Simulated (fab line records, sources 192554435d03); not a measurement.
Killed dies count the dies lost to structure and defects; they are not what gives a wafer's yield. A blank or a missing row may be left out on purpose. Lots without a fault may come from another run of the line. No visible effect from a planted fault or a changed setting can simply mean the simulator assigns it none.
Chamber matching -- flow n5-finfet -- N5_BEOL_M0_CMP_120 on cmp-02: 4 sister chambers
The step polishes, stops on SiOC, t overpolish 6.9 s. 18 wafers are shown with their chamber, then 9 later ones without.

## EACH WAFER AND ITS CHAMBER
wafer,chamber,motor-current-A (A),barrier-field-endpoint-s (s),slurry-filter-dp-kPa (kPa)
L074.1,3,6.6,3.35,13.31
L074.4,2,5.7,3.61,13.65
L074.6,2,5.9,3.50,13.41
L078.2,3,6.4,3.44,13.64
L078.3,2,5.7,3.49,13.40
L078.5,2,5.8,3.60,13.44
L080.1,1,7.3,3.34,13.25
L080.3,0,6.1,3.72,13.54
L080.5,3,6.1,3.38,13.50
L081.1,3,6.2,3.20,13.44
L081.2,0,5.9,3.59,13.67
L081.4,1,7.1,3.46,13.42
L086.1,1,7.2,3.66,13.38
L086.3,0,5.8,3.95,13.79
L086.6,0,6.0,3.71,13.57
L092.1,2,6.0,3.75,13.35
L092.2,3,6.3,3.56,13.40
L092.5,3,6.5,3.35,13.60

SIGNATURES (means of the wafers above)
reading,chamber 0,chamber 1,chamber 2,chamber 3,scatter within a chamber
motor-current-A,5.950,7.200,5.820,6.350,0.15
barrier-field-endpoint-s,3.7425,3.4867,3.5900,3.3800,0.129
slurry-filter-dp-kPa,13.6425,13.3500,13.4500,13.4817,0.115
Rule: a wafer's distance from a chamber is the root of the sum, over the readings, of the square of ((its reading less the chamber's mean) divided by the reading's scatter). The wafer belongs to the nearest chamber; if the next one is less than 2 further off, it can't be placed. The scatter: the root of (the sum of the squares of (reading less its chamber's mean) over the shown wafers, divided by (wafers less chambers)).

## WAFERS WITHOUT THEIR CHAMBER
wafer,motor-current-A (A),barrier-field-endpoint-s (s),slurry-filter-dp-kPa (kPa)
L095.2,7.1,3.51,13.66
L095.5,6.0,3.77,13.46
L095.6,7.4,3.23,13.60
L097.2,5.8,3.81,13.38
L097.3,6.3,3.43,13.46
L097.6,6.1,3.79,13.57
L096.4,5.9,3.60,13.41
L096.5,6.0,3.18,13.57
L096.6,7.2,3.54,13.56

## CHAMBER TAKEN BY EACH
wafer,from the rows above,in truth
L095.2,1,1
L095.5,can't be placed: 0 or 2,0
L095.6,1,1
L097.2,can't be placed: 2 or 0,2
L097.3,3,3
L097.6,can't be placed: 0 or 2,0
L096.4,can't be placed: 2 or 0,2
L096.5,can't be placed: 3 or 2 or 0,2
L096.6,1,1
Placed correctly: 4 of 9. Unplaceable from these rows: 5, with the true chamber sitting among the candidates in 5. 0 placed wrongly.
